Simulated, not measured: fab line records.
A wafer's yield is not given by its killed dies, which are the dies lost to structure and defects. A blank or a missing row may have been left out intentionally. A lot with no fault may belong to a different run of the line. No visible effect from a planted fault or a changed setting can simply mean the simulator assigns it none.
Which of the tools did it? | flow nand_harc | Sampling: 11 lots, 33 wafers, 4 of 1159 route steps

## WHAT EACH GAUGE READ, for each wafer
The record lacks any reading of a measuring or inspecting step that a usual standard deviation could be used to judge.

## TOOL THAT RAN EACH LOT (tool first, then ch and the chambers of the sampled wafers, then the start)
lot  | NHARC_A_STAIRCASE_STRIP_171          | NHARC_A_STAIRCASE_DESCUM_11        | NHARC_A_STAIRCASE_ETCH_13          | NHARC_A_STAIRCASE_TRIM_20
L427 | plasma_asher-02 ch 0,1, day 10 17:52 | rie_diel-11 ch 0,1,3, day 10 19:23 | rie_diel-11 ch 0,1,3, day 10 19:38 | rie_diel-11 ch 0,2,3, day 10 21:52
L428 | plasma_asher-01 ch 0, day 11 01:32   | rie_diel-07 ch 1,2,3, day 11 03:04 | rie_diel-07 ch 0,1,3, day 11 03:19 | rie_diel-07 ch 0,1, day 11 04:12
L430 | plasma_asher-02 ch 1, day 11 06:37   | rie_diel-07 ch 1,2,3, day 11 08:00 | rie_diel-07 ch 0,2, day 11 08:21   | rie_diel-11 ch 1,3, day 11 09:32
L433 | plasma_asher-02 ch 0,1, day 11 20:59 | rie_diel-11 ch 0,1,3, day 11 22:25 | rie_diel-11 ch 1,2,3, day 11 22:58 | rie_diel-11 ch 0,1,2, day 12 00:29
L434 | plasma_asher-02 ch 0,1, day 12 02:31 | rie_diel-03 ch 0,2,3, day 12 03:55 | rie_diel-03 ch 0,2,3, day 12 04:12 | rie_diel-03 ch 0,1, day 12 05:08
L435 | plasma_asher-02 ch 0,1, day 12 14:30 | rie_diel-07 ch 0,1,3, day 12 15:52 | rie_diel-07 ch 1,3, day 12 16:05   | rie_diel-07 ch 0,1,2, day 12 18:25
L437 | plasma_asher-02 ch 0,1, day 13 12:43 | rie_diel-11 ch 0,3, day 13 13:58   | rie_diel-11 ch 0,2,3, day 13 14:13 | rie_diel-07 ch 0,2,3, day 13 15:07
L439 | plasma_asher-01 ch 0,1, day 13 20:18 | rie_diel-07 ch 0,1,2, day 13 21:52 | rie_diel-07 ch 0,1,2, day 13 22:16 | rie_diel-07 ch 0,2,3, day 14 01:02
L444 | plasma_asher-02 ch 0,1, day 15 00:40 | rie_diel-07 ch 1,2,3, day 15 02:00 | rie_diel-07 ch 0,2,3, day 15 02:14 | rie_diel-07 ch 0,2,3, day 15 03:08
L447 | plasma_asher-02 ch 0,1, day 15 15:43 | rie_diel-03 ch 0,3, day 15 17:03   | rie_diel-03 ch 0,3, day 15 17:20   | rie_diel-11 ch 0,1,3, day 15 18:21
L449 | plasma_asher-01 ch 0,1, day 16 08:18 | rie_diel-03 ch 0,1, day 16 09:46   | rie_diel-03 ch 0,2,3, day 16 10:01 | rie_diel-03 ch 1,2, day 16 10:56
- NHARC_A_STAIRCASE_STRIP_171: strips in O2.
- NHARC_A_STAIRCASE_DESCUM_11: chemistry O2, time 3 s.
- NHARC_A_STAIRCASE_ETCH_13: etches the open film in C4F8/O2, target depth 100 nm, time 40.5 s.
- NHARC_A_STAIRCASE_TRIM_20: chemistry O2, time 211.2 s.

## AS READ BY THE TOOLS THEMSELVES (means over the sampled wafers that have a number; for cases with no such wafer, the mark the record gives instead)
NHARC_A_STAIRCASE_STRIP_171. Usual: drypump_motor_current_A 5.81 A, standard deviation 0.26; heater_power_w 332 W, standard deviation 39.
lot  | tool            | drypump_motor_current_A (A) | heater_power_w (W) | flag
L427 | plasma_asher-02 | 5.73                        | 336                |
L428 | plasma_asher-01 | 5.51                        | 386                |
L430 | plasma_asher-02 | 5.60                        | 334                |
L433 | plasma_asher-02 | 5.74                        | 342                |
L434 | plasma_asher-02 | 5.85                        | 343                |
L435 | plasma_asher-02 | 5.83                        | 339                |
L437 | plasma_asher-02 | 5.83                        | 344                |
L439 | plasma_asher-01 | 5.73                        | 341                |
L444 | plasma_asher-02 | 5.86                        | 340                |
L447 | plasma_asher-02 | 5.73                        | 340                |
L449 | plasma_asher-01 | 5.73                        | 341                |

NHARC_A_STAIRCASE_DESCUM_11. Usual: chamber_pressure_mTorr 60.00 mTorr, standard deviation 0.051; drypump_motor_current_A 5.8 A, standard deviation 0.58; oes_product_au 1.001 a.u., standard deviation 0.013; rf_vpp_V 57.8 V, standard deviation 0.79; showerhead_plenum_p_Torr 1.92 Torr, standard deviation 0.059; throttle_valve_pct 11.312 %, standard deviation 0.0086.
lot  | tool        | chamber_pressure_mTorr (mTorr) | drypump_motor_current_A (A) | oes_product_au (a.u.) | rf_vpp_V (V) | showerhead_plenum_p_Torr (Torr) | throttle_valve_pct (%) | flag
L427 | rie_diel-11 | 59.96                          | 6.0                         | 0.985                 | 58.5         | 1.90                            | 11.320                 |
L428 | rie_diel-07 | 60.03                          | 5.9                         | 0.999                 | 58.2         | 1.90                            | 11.311                 |
L430 | rie_diel-07 | 60.02                          | 6.0                         | 1.002                 | 56.9         | 1.90                            | 11.316                 |
L433 | rie_diel-11 | 60.01                          | 6.0                         | 0.994                 | 58.5         | 1.90                            | 11.315                 |
L434 | rie_diel-03 | 60.06                          | 6.0                         | 1.000                 | 57.9         | 1.97                            | 11.313                 |
L435 | rie_diel-07 | 59.98                          | 5.7                         | 1.009                 | 58.1         | 1.93                            | 11.317                 |
L437 | rie_diel-11 | 59.96                          | 5.6                         | 0.978                 | 57.9         | 1.85                            | 11.308                 |
L439 | rie_diel-07 | 60.02                          | 6.0                         | 1.012                 | 57.3         | 1.91                            | 11.311                 |
L444 | rie_diel-07 | 59.94                          | 6.0                         | 1.001                 | 57.4         | 1.89                            | 11.310                 |
L447 | rie_diel-03 | 60.03                          | 6.4                         | 1.014                 | 56.8         | 1.92                            | 11.310                 |
L449 | rie_diel-03 | 60.03                          | 5.4                         | 1.006                 | 57.6         | 1.98                            | 11.312                 |

NHARC_A_STAIRCASE_ETCH_13. Usual: chamber_pressure_mTorr 25.000 mTorr, standard deviation 0.023; oes_product_au 0.940 a.u., standard deviation 0.015; rf_vpp_V 896 V, standard deviation 3.8; run_length_s 61.9 s, standard deviation 0.41.
lot  | tool        | chamber_pressure_mTorr (mTorr) | oes_product_au (a.u.) | rf_vpp_V (V) | run_length_s (s) | flag
L427 | rie_diel-11 | 25.015                         | 0.941                 | 894          | 61.9             |
L428 | rie_diel-07 | 24.997                         | 0.958                 | 898          | 61.9             |
L430 | rie_diel-07 | 25.000                         | 0.929                 | 898          | 61.8             |
L433 | rie_diel-11 | 25.005                         | 0.927                 | 893          | 61.9             |
L434 | rie_diel-03 | 25.010                         | 0.939                 | 900          | 62.2             |
L435 | rie_diel-07 | 24.989                         | 0.946                 | 896          | 61.7             |
L437 | rie_diel-11 | 24.982                         | 0.943                 | 892          | 61.5             |
L439 | rie_diel-07 | 24.976                         | 0.939                 | 896          | 61.5             |
L444 | rie_diel-07 | 24.995                         | 0.935                 | 897          | 59.1             | OFF
L447 | rie_diel-03 | 24.992                         | 0.945                 | 896          | 62.4             |
L449 | rie_diel-03 | 25.006                         | 0.932                 | 899          | 62.2             |

NHARC_A_STAIRCASE_TRIM_20. Usual: chamber_pressure_mTorr 60.00 mTorr, standard deviation 0.05; drypump_motor_current_A 5.9 A, standard deviation 0.54; oes_product_au 1.000 a.u., standard deviation 0.013; rf_vpp_V 57.7 V, standard deviation 0.88; showerhead_plenum_p_Torr 3.51 Torr, standard deviation 0.1; throttle_valve_pct 17.036 %, standard deviation 0.0087.
lot  | tool        | chamber_pressure_mTorr (mTorr) | drypump_motor_current_A (A) | oes_product_au (a.u.) | rf_vpp_V (V) | showerhead_plenum_p_Torr (Torr) | throttle_valve_pct (%) | flag
L427 | rie_diel-11 | 60.00                          | 5.7                         | 0.989                 | 57.9         | 3.41                            | 17.028                 |
L428 | rie_diel-07 | 60.05                          | 5.8                         | 1.008                 | 57.7         | 3.59                            | 17.034                 |
L430 | rie_diel-11 | 60.00                          | 6.0                         | 0.996                 | 57.8         | 3.56                            | 17.033                 |
L433 | rie_diel-11 | 60.02                          | 6.1                         | 1.008                 | 57.6         | 3.48                            | 17.036                 |
L434 | rie_diel-03 | 59.95                          | 5.1                         | 0.999                 | 58.1         | 3.64                            | 17.035                 |
L435 | rie_diel-07 | 60.05                          | 6.1                         | 1.011                 | 58.0         | 3.52                            | 17.034                 |
L437 | rie_diel-07 | 60.00                          | 5.5                         | 1.001                 | 58.3         | 3.53                            | 17.030                 |
L439 | rie_diel-07 | 60.01                          | 5.5                         | 1.000                 | 58.4         | 3.53                            | 17.037                 |
L444 | rie_diel-07 | 59.99                          | 5.5                         | 1.002                 | 57.2         | 3.53                            | 17.040                 |
L447 | rie_diel-11 | 60.00                          | 5.9                         | 0.991                 | 57.7         | 3.48                            | 17.040                 |
L449 | rie_diel-03 | 59.97                          | 5.4                         | 0.998                 | 57.4         | 3.67                            | 17.028                 |

## THE ANSWER, worked out from the rows above alone
Rule: a lot counts as off when the mean over its wafers that have a number is more than 3 standard deviations away from the usual mean. A lot without any number at a reading at which 4 lots or more have one is off too. All remaining lots with rows at the step are treated as sound. The gauges are gone through in route order, then the tools' own readings, and for those a lot's mean is taken as printed above. At the first step where some lot is off, the reading lying furthest off is the one used; lots without a number count as furthest.
Off at NHARC_A_STAIRCASE_ETCH_13 (run_length_s): L444.
If a tool, at that step or one of the process steps before it, ran each lot that is off and ran no sound lot following the first of them, it fits. One candidate fits, namely rie_diel-07 at NHARC_A_STAIRCASE_DESCUM_11 and NHARC_A_STAIRCASE_ETCH_13. At NHARC_A_STAIRCASE_DESCUM_11 its last sound lot is L439 (day 13 21:52), its first lot that is off L444 (day 15 02:00): a fault that began between those two fits.

## WHAT WAS PUT IN BY THE SIMULATOR
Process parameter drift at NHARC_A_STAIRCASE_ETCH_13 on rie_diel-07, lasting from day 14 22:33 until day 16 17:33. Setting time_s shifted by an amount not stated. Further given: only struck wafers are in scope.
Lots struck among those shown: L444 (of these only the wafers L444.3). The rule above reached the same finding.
